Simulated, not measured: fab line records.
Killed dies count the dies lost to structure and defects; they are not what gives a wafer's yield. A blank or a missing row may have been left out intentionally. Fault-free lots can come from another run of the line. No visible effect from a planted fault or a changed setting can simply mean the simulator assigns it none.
fab line records | flow n5-finfet
[record] lots = 7 | wafers = 39
route steps=1938 shown WELL_APT@47 DUMMY_GATE@243 HKMG_FIN@386 MOL_CONTACT_COAG@559
start-h: the number of hours between the record's first day and the start of the first shown wafer of the lot | wait-h: hours elapsed since this lot's preceding step | " same as the row above | L1.1+2: one row covering several wafers at once | - no value present, or no start provided | * or withheld: withheld | < > ~ a bound
route shown NAME@n: a module of which the file shows steps, and the number in the route of the first | usual: the fault-free wafers' mean and standard deviation | same: alike in all rows | chamber/n: place in a boat | sites: per-site readings | _std_site: the standard deviation of these | _edge_site: inner sites' mean taken away from outer sites' mean | radius-mm: for every site, how far away it sits from the centre of the wafer | mask NAME#n: copy n | behind: the tool/chamber that last shaped the wafer | hold: the reason the lot was held/the length of the hold in hours/how it ended | device: the transistor (n, p or np) that didn't switch | end of line: tests run on the same wafers once the route is complete | a step with no rows: only its recipe | killed: dies that structure and defects cost at the first sort, which is not the same as the wafer's yield | map: dies across one wafer; x = killed, . = not, _ = none there
set.NAME: setting as actually run; set.NAME@STEP: the setting as run at that earlier step | model.NAME: the simulator's own value behind a step, which no gauge read
one table per step and one row per wafer, for lots whose settings were changed on purpose
[[steps]]
[step N5_WELL_APT_IMPLANT_31]
[recipe] species = B | energy-kev = 60 | dose-cm2 = 1.5e+13 | tilt-deg = 0 | rotation-deg = 0
lot.wafer        | tool         | chamber | start-h | wait-h | set.energy-kev | model.implant.rp-nm | model.implant.drp-nm
L077.1+5+6       | implanter-02 | 0       | 33.37   | 0.1    | 60             | 182.7               | 64.53
L078.1+3+5       | implanter-01 | 0       | 39.69   | 0.1    | 62.07          | 195.2               | 65.68
L078.2+4+6       | "            | 0       | "       | "      | 60             | 187.5               | 64.53
L081.1+2+3       | implanter-02 | 0       | 57.12   | 0.1    | 60             | 182                 | 64.53
L081.4+5+6       | "            | 0       | "       | "      | 57.63          | 175.4               | 63.16
L086.1+2+3+4+5+6 | implanter-02 | 0       | 87.04   | 0.1    | 60             | 186.9               | 64.53
L091.1+2+3+4+5+6 | implanter-02 | 0       | 117.16  | 0.1    | 60             | 192.3               | 64.53
L092.1+2+3+4+5+6 | implanter-01 | 0       | 124.03  | 0.1    | 60             | 193.2               | 64.53
L097.1+3+4       | implanter-02 | 0       | 153.44  | 0.1    | 60             | 189.2               | 64.53
L097.2+5+6       | "            | 0       | "       | "      | 55.71          | 176.8               | 62.02
[step N5_WELL_APT_EPI_41]
[recipe] material = Si | target-thk-a = 500 | temp-c = 650 | precursor = SiH4/H2 | pressure-torr = 20 | time-s = 297.7
lot.wafer | tool         | chamber | start-h | wait-h | set.time-s | model.Si_of_WELL_APT_EPI_41.thk-nm
L077.1    | epi-rpcvd-04 | 0       | 34.27   | 0.0    | 297.7      | 50.27
L077.5    | "            | 0       | "       | "      | 297.7      | 49.81
L077.6    | "            | 0       | "       | "      | 297.7      | 50.14
L078.1    | epi-rpcvd-01 | 0       | 40.61   | 0.0    | 287.1      | 48.61
L078.2    | "            | 0       | "       | "      | 287.1      | 48.12
L078.3    | "            | 0       | "       | "      | 297.7      | 50.44
L078.4    | "            | 0       | "       | "      | 297.7      | 50.73
L078.5    | "            | 0       | "       | "      | 287.1      | 49.01
L078.6    | "            | 0       | "       | "      | 297.7      | 50.79
L081.1    | epi-rpcvd-04 | 0       | 58.06   | 0.0    | 307        | 51.26
L081.2    | "            | 0       | "       | "      | 307        | 51.4
L081.3    | "            | 0       | "       | "      | 297.7      | 49.31
L081.4    | "            | 0       | "       | "      | 297.7      | 49.58
L081.5    | "            | 0       | "       | "      | 297.7      | 49.18
L081.6    | "            | 0       | "       | "      | 307        | 50.46
L086.1    | epi-rpcvd-04 | 0       | 88.14   | 0.0    | 297.7      | 49.67
L086.2    | "            | 0       | "       | "      | 297.7      | 49.97
L086.3    | "            | 0       | "       | "      | 286.2      | 47.38
L086.4    | "            | 0       | "       | "      | 297.7      | 49.74
L086.5    | "            | 0       | "       | "      | 286.2      | 47.29
L086.6    | "            | 0       | "       | "      | 286.2      | 47.58
L091.1    | epi-rpcvd-04 | 0       | 118.12  | 0.0    | 305.3      | 50.68
L091.2    | "            | 0       | "       | "      | 305.3      | 50.27
L091.3    | "            | 0       | "       | "      | 297.7      | 48.72
L091.4    | "            | 0       | "       | "      | 297.7      | 49.33
L091.5    | "            | 0       | "       | "      | 297.7      | 49.22
L091.6    | "            | 0       | "       | "      | 305.3      | 51.04
L092.1    | epi-rpcvd-04 | 0       | 125.02  | 0.0    | 305.9      | 51.58
L092.2    | "            | 0       | "       | "      | 305.9      | 51.52
L092.3    | "            | 0       | "       | "      | 297.7      | 50.92
L092.4    | "            | 0       | "       | "      | 297.7      | 50.57
L092.5    | "            | 0       | "       | "      | 305.9      | 51.43
L092.6    | "            | 0       | "       | "      | 297.7      | 50.78
L097.1    | epi-rpcvd-04 | 0       | 154.45  | 0.0    | 305.4      | 51.59
L097.2    | "            | 0       | "       | "      | 305.4      | 52.47
L097.3    | "            | 0       | "       | "      | 297.7      | 50.82
L097.4    | "            | 0       | "       | "      | 297.7      | 50.47
L097.5    | "            | 0       | "       | "      | 297.7      | 50.46
L097.6    | "            | 0       | "       | "      | 305.4      | 52.28
[step N5_DUMMY_GATE_ETCH_31]
[recipe] chemistry = C4F6/O2 | target = SiO2 | mask-material = SOC | target-depth-a = 825 | time-s = 27.5 | ion-energy-ev = 250 | pressure-mtorr = 30 | source-w = 345 | bias-w = 185 | Ar_flow_sccm = 300 | C4F6_flow_sccm = 10 | O2_flow_sccm = 10
lot.wafer | tool        | chamber | start-h | wait-h | set.target-depth-a | model.etch.depth-nm | model.SOC_of_DUMMY_GATE_COAT_34.thk-nm
L077.1    | rie-diel-06 | 3       | 69.83   | 0.0    | 825                | 82.71               | 52.2
L077.5    | "           | 1       | "       | "      | 825                | 82.77               | 52.2
L077.6    | "           | 0       | "       | "      | 825                | 80.87               | 52.2
L078.1    | rie-diel-06 | 2       | 71.41   | 0.0    | 825                | 79.16               | 52.4
L078.2    | "           | 3       | "       | "      | 866.6              | 84.94               | 52
L078.3    | "           | 0       | "       | "      | 825                | 79.54               | 52.4
L078.4    | "           | 1       | "       | "      | 825                | 81.31               | 52.2
L078.5    | "           | 3       | "       | "      | 866.6              | 85.86               | 51.6
L078.6    | "           | 0       | "       | "      | 866.6              | 83.75               | 51.8
L081.1    | rie-diel-06 | 1       | 89.72   | 0.0    | 734                | 72.25               | 52.8
L081.2    | "           | 3       | "       | "      | 825                | 80.38               | 52.2
L081.3    | "           | 2       | "       | "      | 734                | 71.49               | 52.6
L081.4    | "           | 0       | "       | "      | 825                | 79.05               | 52
L081.5    | "           | 0       | "       | "      | 825                | 79.31               | 52
L081.6    | "           | 3       | "       | "      | 734                | 71.91               | 53
L086.1    | rie-diel-06 | 3       | 121.96  | 0.1    | 902.3              | 89.89               | 51
L086.2    | "           | 1       | "       | "      | 902.3              | 88.72               | 51
L086.3    | "           | 2       | "       | "      | 825                | 79.89               | 51.6
L086.4    | "           | 0       | "       | "      | 825                | 83.45               | 51.4
L086.5    | "           | 0       | "       | "      | 825                | 84.21               | 51.4
L086.6    | "           | 1       | "       | "      | 902.3              | 89.73               | 51
L091.1    | rie-diel-03 | 0       | 149.82  | 0.0    | 765.9              | 73.7                | 52.6
L091.2    | "           | 2       | "       | "      | 825                | 81.66               | 51.6
L091.3    | "           | 1       | "       | "      | 765.9              | 76.13               | 52.2
L091.4    | "           | 3       | "       | "      | 825                | 83.23               | 51.4
L091.5    | "           | 1       | "       | "      | 765.9              | 75.96               | 52.2
L091.6    | "           | 2       | "       | "      | 825                | 82.04               | 51.4
L092.1    | rie-diel-06 | 2       | 154.33  | 0.0    | 775.4              | 74.63               | 52.4
L092.2    | "           | 3       | "       | "      | 825                | 82.19               | 52
L092.3    | "           | 1       | "       | "      | 825                | 81.46               | 52
L092.4    | "           | 0       | "       | "      | 825                | 83.13               | 51.6
L092.5    | "           | 1       | "       | "      | 775.4              | 76.11               | 52.4
L092.6    | "           | 0       | "       | "      | 775.4              | 78.17               | 52.2
L097.1    | rie-diel-06 | 2       | 187.61  | 0.1    | 825                | 79.86               | 52
L097.2    | "           | 3       | "       | "      | 774.9              | 77                  | 52.6
L097.3    | "           | 0       | "       | "      | 774.9              | 78.05               | 52.2
L097.4    | "           | 1       | "       | "      | 825                | 82.25               | 51.8
L097.5    | "           | 2       | "       | "      | 774.9              | 75.27               | 52.4
L097.6    | "           | 3       | "       | "      | 825                | 81.84               | 52
[step N5_HKMG_FIN_HK_ALD_01]
[recipe] material = HfO2 | target-thk-a = 16 | temp-c = withheld | ald-precursor-family = HfCl4 | ald-co-reactant = H2O | pulse-time-s = 3 | purge-time-s = 3 | co-reactant-purge-time-s = 2.5 | co-reactant-pulse-time-s = 0.3 | ald-cycles = 30
lot.wafer  | tool      | chamber | start-h | wait-h | set.ald-cycles
L077.1+5+6 | ald-hk-02 | 2,3,2   | 93.40   | 0.0    | 30
L078.1+2+6 | ald-hk-03 | 2,0,2   | 93.72   | 0.0    | 30
L078.3+4+5 | "         | 1,3,3   | "       | "      | 25
L081.1+5+6 | ald-hk-03 | 1,3,0   | 113.06  | 0.0    | 26
L081.2+3+4 | "         | 3,2,0   | "       | "      | 30
L086.1+4+5 | ald-hk-02 | 1,3,1   | 144.70  | 0.0    | 26
L086.2+3+6 | "         | 0,2,0   | "       | "      | 30
L091.1+2+3 | ald-hk-03 | 2,3,1   | 173.93  | 0.1    | 28
L091.4+5+6 | "         | 0,3,2   | "       | "      | 30
L092.1+2+4 | ald-hk-01 | 0,3,2   | 177.49  | 0.0    | 30
L092.3+5+6 | "         | 1,1,2   | "       | "      | 27
L097.1+4+5 | ald-hk-01 | 0,1,1   | 212.35  | 0.0    | 25
L097.2+3+6 | "         | 3,2,2   | "       | "      | 30
[step N5_HKMG_FIN_ALD_75]
[recipe] material = Al2O3 | target-thk-a = 10 | temp-c = 150 | ald-precursor-family = TMA | ald-co-reactant = H2O | pulse-time-s = withheld | co-reactant-pulse-time-s = 1
lot.wafer  | tool      | chamber | start-h | wait-h | set.target-thk-a
L077.1+5+6 | ald-hk-01 | 2,1,2   | 93.89   | 0.0    | 10
L078.1+3+6 | ald-hk-02 | 3,1,0   | 94.36   | 0.0    | 10
L078.2+4+5 | "         | 0,2,3   | "       | "      | 11.07
L081.1+4+6 | ald-hk-01 | 3,1,3   | 113.54  | 0.0    | 9.266
L081.2+3+5 | "         | 2,0,0   | "       | "      | 10
L086.1+3+4 | ald-hk-03 | 3,2,1   | 145.26  | 0.1    | 10
L086.2+5+6 | "         | 0,0,3   | "       | "      | 11.07
L091.1+2+4 | ald-hk-01 | 3,0,2   | 174.56  | 0.0    | 10
L091.3+5+6 | "         | 1,1,0   | "       | "      | 10.78
L092.1+3+4 | ald-hk-03 | 3,1,2   | 177.99  | 0.0    | 10
L092.2+5+6 | "         | 0,1,2   | "       | "      | 8.875
L097.1+3+4 | ald-hk-03 | 3,1,0   | 212.92  | 0.0    | 9.488
L097.2+5+6 | "         | 2,2,1   | "       | "      | 10
[step N5_HKMG_FIN_COAT_41]
[recipe] resist = SOC | temp-c = 250 | time-s = 60 | spin-rpm = 1500 | resist-thk-nm = 300
[step N5_HKMG_FIN_COAT_42]
[recipe] resist = SiARC | temp-c = 220 | time-s = 60 | spin-rpm = 1500 | resist-thk-nm = 35
[step N5_HKMG_FIN_WET_ETCH_82]
[recipe] chemistry = dHCl | mix = 1:10000 | temp-c = 25 | target = La2O3 | stop-on = HfO2 | target-depth-nm = 2 | dry = ipa-marangoni | rinse-time-s = 30 | rinse-temp-c = 23
[step N5_HKMG_FIN_ALD_36]
[recipe] material = TiN | target-thk-a = 10 | temp-c = 400 | ald-precursor-family = TiCl4 | ald-co-reactant = NH3 | pulse-time-s = 1 | purge-time-s = 3 | co-reactant-purge-time-s = 2 | co-reactant-pulse-time-s = 2 | ald-cycles = 47 | pressure-torr = 3
[step N5_HKMG_FIN_THK_MEAS_70]
[recipe] thk-meas-gauge = xrf | reads = HfO2_of_HKMG_FIN_HK_ALD_01
[usual] HK_THK = 1.621/0.021
lot.wafer | tool          | chamber | start-h | wait-h | set.ald-cycles@HKMG_FIN_HK_ALD_01 | HK_THK[nm]
L077.1    | film-metro-02 | -       | 97.01   | 0.2    | 30                                | 1.661
L077.5    | "             | -       | "       | "      | 30                                | 1.635
L077.6    | "             | -       | "       | "      | 30                                | 1.643
L078.1    | film-metro-01 | -       | 97.40   | 0.2    | 30                                | 1.622
L078.2    | "             | -       | "       | "      | 30                                | 1.627
L078.3    | "             | -       | "       | "      | 25                                | 1.359
L078.4    | "             | -       | "       | "      | 25                                | 1.340
L078.5    | "             | -       | "       | "      | 25                                | 1.353
L078.6    | "             | -       | "       | "      | 30                                | 1.623
L081.1    | film-metro-02 | -       | 116.50  | 0.2    | 26                                | 1.404
L081.2    | "             | -       | "       | "      | 30                                | 1.660
L081.3    | "             | -       | "       | "      | 30                                | 1.669
L081.4    | "             | -       | "       | "      | 30                                | 1.611
L081.5    | "             | -       | "       | "      | 26                                | 1.416
L081.6    | "             | -       | "       | "      | 26                                | 1.405
L086.1    | film-metro-02 | -       | 148.37  | 0.2    | 26                                | 1.457
L086.2    | "             | -       | "       | "      | 30                                | 1.597
L086.3    | "             | -       | "       | "      | 30                                | 1.649
L086.4    | "             | -       | "       | "      | 26                                | 1.391
L086.5    | "             | -       | "       | "      | 26                                | 1.441
L086.6    | "             | -       | "       | "      | 30                                | 1.582
L091.1    | film-metro-01 | -       | 177.87  | 0.2    | 28                                | 1.525
L091.2    | "             | -       | "       | "      | 28                                | 1.518
L091.3    | "             | -       | "       | "      | 28                                | 1.505
L091.4    | "             | -       | "       | "      | 30                                | 1.650
L091.5    | "             | -       | "       | "      | 30                                | 1.626
L091.6    | "             | -       | "       | "      | 30                                | 1.651
L092.1    | film-metro-01 | -       | 180.96  | 0.2    | 30                                | 1.614
L092.2    | "             | -       | "       | "      | 30                                | 1.602
L092.3    | "             | -       | "       | "      | 27                                | 1.484
L092.4    | "             | -       | "       | "      | 30                                | 1.622
L092.5    | "             | -       | "       | "      | 27                                | 1.468
L092.6    | "             | -       | "       | "      | 27                                | 1.462
L097.1    | film-metro-02 | -       | 216.11  | 0.2    | 25                                | 1.331
L097.2    | "             | -       | "       | "      | 30                                | 1.628
L097.3    | "             | -       | "       | "      | 30                                | 1.595
L097.4    | "             | -       | "       | "      | 25                                | 1.326
L097.5    | "             | -       | "       | "      | 25                                | 1.331
L097.6    | "             | -       | "       | "      | 30                                | 1.616
[step N5_HKMG_FIN_ETCH_32]
[recipe] chemistry = N2/H2 | target = SOC | target-depth-a = 2400 | temp-c = 40 | time-s = 300 | ion-energy-ev = 200 | mask-material = SiARC | pressure-mtorr = 30 | source-w = 840 | bias-w = 150 | n2-flow-sccm = 200 | h2-flow-sccm = 200
[usual] rf-vpp-V = 523.6/2.6
lot.wafer | tool        | chamber | start-h | wait-h | set.source-w | rf-vpp-V
L077.1    | rie-diel-01 | 3       | 98.01   | 0.0    | 840          | 521.8
L077.5    | "           | 3       | "       | "      | 840          | 521.8
L077.6    | "           | 0       | "       | "      | 840          | 525.8
L078.1    | rie-diel-01 | 1       | 98.52   | 0.0    | 794.2        | 538.1
L078.2    | "           | 3       | "       | "      | 840          | 521.4
L078.3    | "           | 0       | "       | "      | 840          | 526.4
L078.4    | "           | 2       | "       | "      | 794.2        | 534.0
L078.5    | "           | 1       | "       | "      | 840          | 528.8
L078.6    | "           | 0       | "       | "      | 794.2        | 537.2
L081.1    | rie-diel-01 | 2       | 117.56  | 0.0    | 840          | 523.2
L081.2    | "           | 1       | "       | "      | 840          | 527.1
L081.3    | "           | 0       | "       | "      | 911.6        | 510.4
L081.4    | "           | 3       | "       | "      | 911.6        | 506.0
L081.5    | "           | 3       | "       | "      | 911.6        | 506.7
L081.6    | "           | 2       | "       | "      | 840          | 524.3
L086.1    | rie-diel-04 | 3       | 149.47  | 0.0    | 840          | 522.0
L086.2    | "           | 1       | "       | "      | 799.1        | 529.4
L086.3    | "           | 0       | "       | "      | 840          | 523.7
L086.4    | "           | 2       | "       | "      | 799.1        | 534.5
L086.5    | "           | 0       | "       | "      | 840          | 524.3
L086.6    | "           | 3       | "       | "      | 799.1        | 530.2
L091.1    | rie-diel-01 | 0       | 178.94  | 0.0    | 926.2        | 508.3
L091.2    | "           | 1       | "       | "      | 840          | 527.5
L091.3    | "           | 3       | "       | "      | 840          | 522.6
L091.4    | "           | 1       | "       | "      | 926.2        | 511.0
L091.5    | "           | 3       | "       | "      | 926.2        | 504.5
L091.6    | "           | 0       | "       | "      | 840          | 525.7
L092.1    | rie-diel-01 | 0       | 182.08  | 0.0    | 840          | 525.6
L092.2    | "           | 3       | "       | "      | 799.3        | 530.4
L092.3    | "           | 1       | "       | "      | 840          | 528.6
L092.4    | "           | 0       | "       | "      | 799.3        | 532.9
L092.5    | "           | 1       | "       | "      | 840          | 528.4
L092.6    | "           | 3       | "       | "      | 799.3        | 529.0
L097.1    | rie-diel-05 | 1       | 217.17  | 0.0    | 840          | 524.0
L097.2    | "           | 2       | "       | "      | 840          | 525.7
L097.3    | "           | 0       | "       | "      | 840          | 520.6
L097.4    | "           | 3       | "       | "      | 840          | 519.5
L097.5    | "           | 0       | "       | "      | 840          | 521.1
L097.6    | "           | 3       | "       | "      | 840          | 520.6
[step N5_MOL_CONTACT_COAG_ALD_27]
[recipe] material = SiOC | target-thk-a = 170 | temp-c = 400 | ald-precursor-family = carbosiloxane | ald-co-reactant = H2-plasma | pulse-time-s = 1.5 | time-s = 2720 | purge-time-s = 2 | co-reactant-purge-time-s = 2 | ald-cycles = 340 | pressure-torr = 2
lot.wafer  | tool       | chamber | start-h | wait-h | set.time-s | model.SiOC_of_MOL_CONTACT_COAG_ALD_27.thk-nm
L077.1+5+6 | ald-sin-02 | 1,1,0   | 115.23  | 0.0    | 2720       | 17
L078.1+4+5 | ald-sin-02 | 0,2,2   | 117.22  | 0.0    | 2720       | 17
L078.2+3+6 | "          | 3,1,3   | "       | "      | 2935       | 17
L081.1     | ald-sin-04 | 1       | 136.01  | 0.2    | 2461       | 15.4
L081.2+4+5 | "          | 0,2,1   | "       | "      | 2720       | 17
L081.3+6   | "          | 3,2     | "       | "      | 2461       | 15.2
L086.1+5   | ald-sin-03 | 1,0     | 167.79  | 0.0    | 3079       | 17
L086.2+3+4 | "          | 3,2,0   | "       | "      | 2720       | 17
L086.6     | "          | 1       | "       | "      | 3079       | 16.8
L091.1     | ald-sin-02 | 3       | 198.94  | 0.0    | 2720       | 17
L091.2+3   | "          | 1,0     | "       | "      | 2203       | 13.6
L091.4+6   | "          | 2,0     | "       | "      | 2720       | 16.8
L091.5     | "          | 1       | "       | "      | 2203       | 13.8
L092.1     | ald-sin-04 | 3       | 203.04  | 0.0    | 3138       | 17.2
L092.2+3+5 | "          | 2,1,1   | "       | "      | 2720       | 17
L092.4+6   | "          | 0,2     | "       | "      | 3138       | 17
L097.1+2   | ald-sin-04 | 3,2     | 238.15  | 0.6    | 2720       | 17
L097.3     | "          | 0       | "       | "      | 2720       | 16.8
L097.4+5+6 | "          | 1,2,1   | "       | "      | 3234       | 17
[[key]]
[split] step = N5_WELL_APT_IMPLANT_31 | setting = energy-kev | stated = 60 | by = wafer
[response] step = N5_WELL_APT_IMPLANT_31 | reading = model.implant.rp-nm | change = +1.8 | per = 1% | r = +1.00
[response] step = N5_WELL_APT_IMPLANT_31 | reading = model.implant.drp-nm | change = +0.348 | per = 1% | r = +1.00
[split] step = N5_WELL_APT_EPI_41 | setting = time-s | stated = 297.7 | by = wafer
[response] step = N5_WELL_APT_EPI_41 | reading = model.Si_of_WELL_APT_EPI_41.thk-nm | change = +0.548 | per = 1% | r = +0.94
[split] step = N5_DUMMY_GATE_ETCH_31 | setting = target-depth-a | stated = 825 | by = wafer
[response] step = N5_DUMMY_GATE_ETCH_31 | reading = model.etch.depth-nm | change = +0.802 | per = 1% | r = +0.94
[response] step = N5_DUMMY_GATE_ETCH_31 | reading = model.SOC_of_DUMMY_GATE_COAT_34.thk-nm | change = -0.0752 | per = 1% | r = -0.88
[split] step = N5_HKMG_FIN_HK_ALD_01 | setting = ald-cycles | stated = 30 | by = wafer
[response] step = N5_HKMG_FIN_THK_MEAS_70 | reading = HK_THK | change = +0.0162 | per = 1% | r = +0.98
[split] step = N5_HKMG_FIN_ALD_75 | setting = target-thk-a | stated = 10 | by = wafer
response none clear
[split] step = N5_HKMG_FIN_ETCH_32 | setting = source-w | stated = 840 | by = wafer
[response] step = N5_HKMG_FIN_ETCH_32 | reading = rf-vpp-V | change = -1.72 | per = 1% | r = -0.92
[split] step = N5_MOL_CONTACT_COAG_ALD_27 | setting = time-s | stated = 2720 | by = wafer
[response] step = N5_MOL_CONTACT_COAG_ALD_27 | reading = model.SiOC_of_MOL_CONTACT_COAG_ALD_27.thk-nm | shape = bent | at-lowest = 13.67 | at-stated = 16.97 | at-highest = 17
